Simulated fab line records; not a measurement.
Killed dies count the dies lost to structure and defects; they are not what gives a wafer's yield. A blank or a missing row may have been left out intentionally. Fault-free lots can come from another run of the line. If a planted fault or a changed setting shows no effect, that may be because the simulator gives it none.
Chamber matching :: flow n5_finfet :: N5_PMOS_HMC_CHANNEL_EPI_CMP_21 on cmp-02 has 4 sister chambers
The step polishes SiGe30, target thk 54 nm. 18 wafers are shown with their chamber, then 9 later ones without.

== WAFERS PAIRED WITH THEIR CHAMBERS ==
wafer: L080.3
chamber: 2
motor_current_A (A): 11.4

wafer: L080.5
chamber: 1
motor_current_A (A): 11.8

wafer: L080.6
chamber: 2
motor_current_A (A): 12.4

wafer: L085.2
chamber: 0
motor_current_A (A): 11.5

wafer: L085.3
chamber: 1
motor_current_A (A): 11.8

wafer: L085.6
chamber: 0
motor_current_A (A): 11.8

wafer: L087.2
chamber: 0
motor_current_A (A): 11.1

wafer: L087.3
chamber: 3
motor_current_A (A): 11.3

wafer: L087.5
chamber: 3
motor_current_A (A): 11.3

wafer: L090.1
chamber: 1
motor_current_A (A): 11.5

wafer: L090.4
chamber: 2
motor_current_A (A): 10.8

wafer: L090.5
chamber: 2
motor_current_A (A): 11.8

wafer: L091.1
chamber: 2
motor_current_A (A): 12.2

wafer: L091.4
chamber: 0
motor_current_A (A): 11.6

wafer: L091.6
chamber: 3
motor_current_A (A): 11.5

wafer: L092.1
chamber: 0
motor_current_A (A): 11.8

wafer: L092.2
chamber: 2
motor_current_A (A): 11.6

wafer: L092.5
chamber: 2
motor_current_A (A): 11.1

SIGNATURES (averages over the wafers above)
reading: motor_current_A
chamber 0: 11.560
chamber 1: 11.700
chamber 2: 11.614
chamber 3: 11.367
scatter within a chamber: 0.413
Rule: distance of a wafer from a chamber = root of the sum over the readings of ((wafer's reading minus chamber's mean) / reading's scatter) squared. The wafer belongs to the nearest chamber; if the next one is less than 2 further off, it can't be placed. How the scatter is found: for the shown wafers, subtract from each reading the mean of its chamber, square and add these, divide the total by (wafers less chambers), then take the root.

== WAFERS WITH NO CHAMBER GIVEN ==
wafer: L093.1
motor_current_A (A): 11.3

wafer: L093.3
motor_current_A (A): 11.6

wafer: L093.5
motor_current_A (A): 11.8

wafer: L095.1
motor_current_A (A): 12.1

wafer: L095.2
motor_current_A (A): 12.2

wafer: L095.4
motor_current_A (A): 12.4

wafer: L096.1
motor_current_A (A): 12.1

wafer: L096.2
motor_current_A (A): 11.4

wafer: L096.3
motor_current_A (A): 11.4

== CHAMBER TAKEN BY EACH ==
wafer: L093.1
from the rows above: can't be placed: 3 or 0 or 2 or 1
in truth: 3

wafer: L093.3
from the rows above: can't be placed: 2 or 0 or 1 or 3
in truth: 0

wafer: L093.5
from the rows above: can't be placed: 1 or 2 or 0 or 3
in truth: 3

wafer: L095.1
from the rows above: can't be placed: 1 or 2 or 0 or 3
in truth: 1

wafer: L095.2
from the rows above: can't be placed: 1 or 2 or 0 or 3
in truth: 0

wafer: L095.4
from the rows above: can't be placed: 1 or 2 or 0 or 3
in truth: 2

wafer: L096.1
from the rows above: can't be placed: 1 or 2 or 0 or 3
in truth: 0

wafer: L096.2
from the rows above: can't be placed: 3 or 0 or 2 or 1
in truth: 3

wafer: L096.3
from the rows above: can't be placed: 3 or 0 or 2 or 1
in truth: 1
Correctly placed: 0 of 9. From these rows, 9 cannot be placed; in 9 the true chamber is one of the candidates. Number placed wrongly: 0.
